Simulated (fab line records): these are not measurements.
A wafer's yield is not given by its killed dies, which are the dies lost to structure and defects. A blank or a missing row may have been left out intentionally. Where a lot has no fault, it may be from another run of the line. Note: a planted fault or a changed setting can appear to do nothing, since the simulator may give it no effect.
Matching of chambers	flow nand-harc	NHARC_A_STAIRCASE_DEP_301 on pecvd-04 has 3 sister chambers
The step deposits SiON, target thk 30 nm. 3 wafers are shown with their chamber, then 8 later ones without.

## WAFERS WITH THEIR CHAMBER
wafer	chamber	heater-power-w (W)
L718.4	1	903
L718.6	2	757
L726.3	0	1038

## WAFERS WITH NO CHAMBER GIVEN
wafer	heater-power-w (W)
L726.4	728
L726.6	754
L727.2	1002
L727.3	889
L727.4	717
L728.1	916
L728.2	800
L728.5	796

## EACH ONE'S CHAMBER
wafer	from the rows above	in truth
L726.4	2	2
L726.6	2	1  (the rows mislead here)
L727.2	0	0
L727.3	1	1
L727.4	2	2
L728.1	1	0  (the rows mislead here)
L728.2	can't be placed: 2 or 1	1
L728.5	2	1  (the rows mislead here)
Correct placement for 4 of the 8. From these rows, 1 cannot be placed; in 1 the true chamber is one of the candidates. Number placed wrongly: 3.
How it was worked out, from the rows above alone: a wafer's distance from a chamber is the root of the sum, over the readings, of the square of ((its reading less the chamber's mean) divided by the reading's scatter). The wafer belongs to the nearest chamber; if the next one is less than 2 further off, it can't be placed. For every chamber, the mean is computed from those of its wafers that are shown. The scatter: with one shown wafer a chamber, the root of the mean of the squares of how far each hidden wafer lies from its nearest shown one.
